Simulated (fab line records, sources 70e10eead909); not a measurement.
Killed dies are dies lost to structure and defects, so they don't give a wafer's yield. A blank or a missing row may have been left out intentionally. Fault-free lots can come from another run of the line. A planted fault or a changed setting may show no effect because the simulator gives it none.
Chamber matching ; flow nand harc ; NHARC_A_STAIRCASE_ETCH_271 on rie diel-10 has 4 sister chambers
The step etches the open film in CF4/CHF3. 8 wafers are shown with their chamber, then 8 later ones without.

== WAFERS WITH THEIR CHAMBER ==
wafer;chamber;showerhead plenum p Torr (Torr);drypump motor current A (A)
L082.2;3;1.58;5.4
L082.3;1;1.66;5.9
L083.1;1;1.66;5.8
L083.2;0;1.58;5.9
L085.2;2;1.50;6.3
L085.4;3;1.58;5.3
L085.5;0;1.57;5.9
L091.1;2;1.50;6.3

== WAFERS WITHOUT THEIR CHAMBER ==
wafer;showerhead plenum p Torr (Torr);drypump motor current A (A)
L091.2;1.58;5.4
L091.6;1.57;5.9
L092.2;1.50;6.3
L092.5;1.57;5.3
L092.6;1.57;5.9
L094.1;1.57;5.4
L094.3;1.50;6.3
L094.4;1.57;5.9

== WHICH CHAMBER EACH ONE RAN IN ==
wafer;from the rows above;in truth
L091.2;3;3
L091.6;0;0
L092.2;2;2
L092.5;3;3
L092.6;0;0
L094.1;3;3
L094.3;2;2
L094.4;0;0
8 of 8 placed correctly. Can't be placed from these rows: 0. Wrongly placed: 0.
How it was worked out, from the rows above alone: a wafer's distance from a chamber is the root of the sum, over the readings, of the square of ((its reading less the chamber's mean) divided by the reading's scatter). The wafer belongs to the nearest chamber; if the next one is less than 2 further off, it can't be placed. For every chamber, the mean is computed from those of its wafers that are shown. The scatter: the root of (the sum of the squares of (reading less its chamber's mean) over the shown wafers, divided by (wafers less chambers)).
